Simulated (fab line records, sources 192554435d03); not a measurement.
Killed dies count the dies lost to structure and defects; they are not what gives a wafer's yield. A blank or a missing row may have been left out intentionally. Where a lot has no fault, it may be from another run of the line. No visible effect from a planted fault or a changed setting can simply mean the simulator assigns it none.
Chamber matching || flow n5Finfet || N5_BEOL_M0_SAQP_HM_OPEN_112 on rieDiel-02 has 4 sister chambers
The step chemistry CHF3/O2, target SiO2, stops on a-Si, target depth 12 nm, time 13.5 s. 4 wafers are shown with their chamber, then 8 later ones without.

== EACH WAFER AND ITS CHAMBER ==
{"wafer": "L083.2", "chamber": 1, "showerheadPlenumPTorr (Torr)": 2.41}
{"wafer": "L085.4", "chamber": 2, "showerheadPlenumPTorr (Torr)": 2.56}
{"wafer": "L085.5", "chamber": 0, "showerheadPlenumPTorr (Torr)": 2.48}
{"wafer": "L088.3", "chamber": 3, "showerheadPlenumPTorr (Torr)": 2.22}

== WAFERS WITH NO CHAMBER GIVEN ==
{"wafer": "L088.5", "showerheadPlenumPTorr (Torr)": 2.48}
{"wafer": "L088.6", "showerheadPlenumPTorr (Torr)": 2.22}
{"wafer": "L089.3", "showerheadPlenumPTorr (Torr)": 2.48}
{"wafer": "L089.5", "showerheadPlenumPTorr (Torr)": 2.55}
{"wafer": "L089.6", "showerheadPlenumPTorr (Torr)": 2.22}
{"wafer": "L092.2", "showerheadPlenumPTorr (Torr)": 2.48}
{"wafer": "L092.4", "showerheadPlenumPTorr (Torr)": 2.55}
{"wafer": "L092.5", "showerheadPlenumPTorr (Torr)": 2.21}

== WHICH CHAMBER EACH ONE RAN IN ==
{"wafer": "L088.5", "from the rows above": 0, "in truth": 0}
{"wafer": "L088.6", "from the rows above": 3, "in truth": 3}
{"wafer": "L089.3", "from the rows above": 0, "in truth": 0}
{"wafer": "L089.5", "from the rows above": 2, "in truth": 2}
{"wafer": "L089.6", "from the rows above": 3, "in truth": 3}
{"wafer": "L092.2", "from the rows above": 0, "in truth": 0}
{"wafer": "L092.4", "from the rows above": 2, "in truth": 2}
{"wafer": "L092.5", "from the rows above": 3, "in truth": 3}
Placed correctly: 8 of 8. Can't be placed from these rows: 0. Number placed wrongly: 0.
How it was worked out, from the rows above alone: a wafer's distance from a chamber is the root of the sum, over the readings, of the square of ((its reading less the chamber's mean) divided by the reading's scatter). If the next closest chamber is less than 2 further off than the closest, the wafer can't be placed; otherwise it belongs to the closest. The mean given for a chamber averages the wafers shown for that chamber. The scatter: root of mean squared gap, hidden wafer to nearest shown wafer, with one shown wafer a chamber.
